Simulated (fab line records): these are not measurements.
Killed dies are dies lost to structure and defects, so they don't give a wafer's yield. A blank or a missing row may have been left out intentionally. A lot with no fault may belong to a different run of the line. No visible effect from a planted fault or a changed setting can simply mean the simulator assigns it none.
Struck lot and sound lot, side by side    flow nand_harc    14 steps out of a route of 1302
Sound: these wafers, L493.1, L493.2, L493.6. Wafers L499.1, L499.4, L499.5 were the ones struck. At the end, the cause is stated.
Each step with rows lists, per side, the tool, then ch with its chambers, then its first start. Under that, the readings that differ: sound wafers    struck wafers    difference of the means    sigmas: that difference in standard deviations of wafers without a fault.
alike: readings whose means differ by less than 2 such deviations, and words and numbers that are the same on both sides. not compared: withheld readings, readings that some wafer has no value for, bounds like >300 that may hide the same value, and numbers for which the record gives no deviation and whose values overlap.
Wherever a step has rows on one side only, a row that says differs or no value, or a row with sigmas, the two part there. Numbers that have no deviation but don't overlap get no sigmas and don't part them. Lack of a reading on every wafer of one side parts them only where that side has two or more wafers.

NHARC_A_ZERO_WELL_INSPECT_17:
  sound on defect_inspect-02, day 7 20:18; struck on defect_inspect-01, day 10 10:32
  alike: raw_defect_count
then, 3 steps without rows for these wafers: NHARC_A_SOURCE_PLATE_PRECLEAN_00 (cleans in HF-LAST, time 60 s); NHARC_A_SOURCE_PLATE_SRD_01; NHARC_A_SOURCE_PLATE_OXIDE_02 (material SiO2, target thk 10 nm, ox time 1362 s).
NHARC_A_SOURCE_PLATE_THK_MEAS_09: measures by ellipsometry.
  sound on film_metro-01, day 8 02:34; struck on film_metro-01, day 10 20:10
  alike: thk_nm
then, 3 steps without rows for these wafers: NHARC_A_SOURCE_PLATE_PVD_04 (deposits WSi2, target thk 50 nm); NHARC_A_SOURCE_PLATE_CVD_03 (deposits poly-Si, target thk 200 nm, time 4000 s); NHARC_A_SOURCE_PLATE_ANNEAL_05 (time 1800 s).
NHARC_A_SOURCE_PLATE_THK_MEAS_06: measures by ellipsometry.
  sound on film_metro-01, day 8 16:05; struck on film_metro-02, day 11 11:13
  alike: thk_nm
NHARC_A_SOURCE_PLATE_INSPECT_08:
  sound on defect_inspect-02, day 8 16:09; struck on defect_inspect-01, day 11 11:16
  alike: raw_defect_count
NHARC_A_ONON_D1_DEP_00: target thk 1000 nm.
  sound on pecvd_onon-04 ch 0, day 8 16:13; struck on pecvd_onon-01 ch 0, day 11 11:20
NHARC_A_ONON_D1_THK_MEAS_02: measures by ellipsometry.
  sound on film_metro-01, day 8 16:46; struck on film_metro-01, day 11 11:51
reading      sound           struck          difference  sigmas
thk_nm (nm)  1019 1017 1019  1513 1512 1512  +494        +60
then, 1 step without rows for these wafers: NHARC_A_ONON_D1_DEP_03 (target thk 1000 nm).
-- jump in the record: it breaks off in module A_ONON_D1 and resumes in module END (first step shown: number 1302 of the route), and 17 days separate the struck wafers' starts before and after --
NHARC_END_SORT_01:
  at this point the record logs the struck wafers (prober-02 ch 0, day 28 03:37) and has no rows for the sound ones

WHERE THEY PART
Last at NHARC_END_SORT_01 as far as this record goes, first at NHARC_A_ONON_D1_THK_MEAS_02.

WHY: whatever the simulator had introduced
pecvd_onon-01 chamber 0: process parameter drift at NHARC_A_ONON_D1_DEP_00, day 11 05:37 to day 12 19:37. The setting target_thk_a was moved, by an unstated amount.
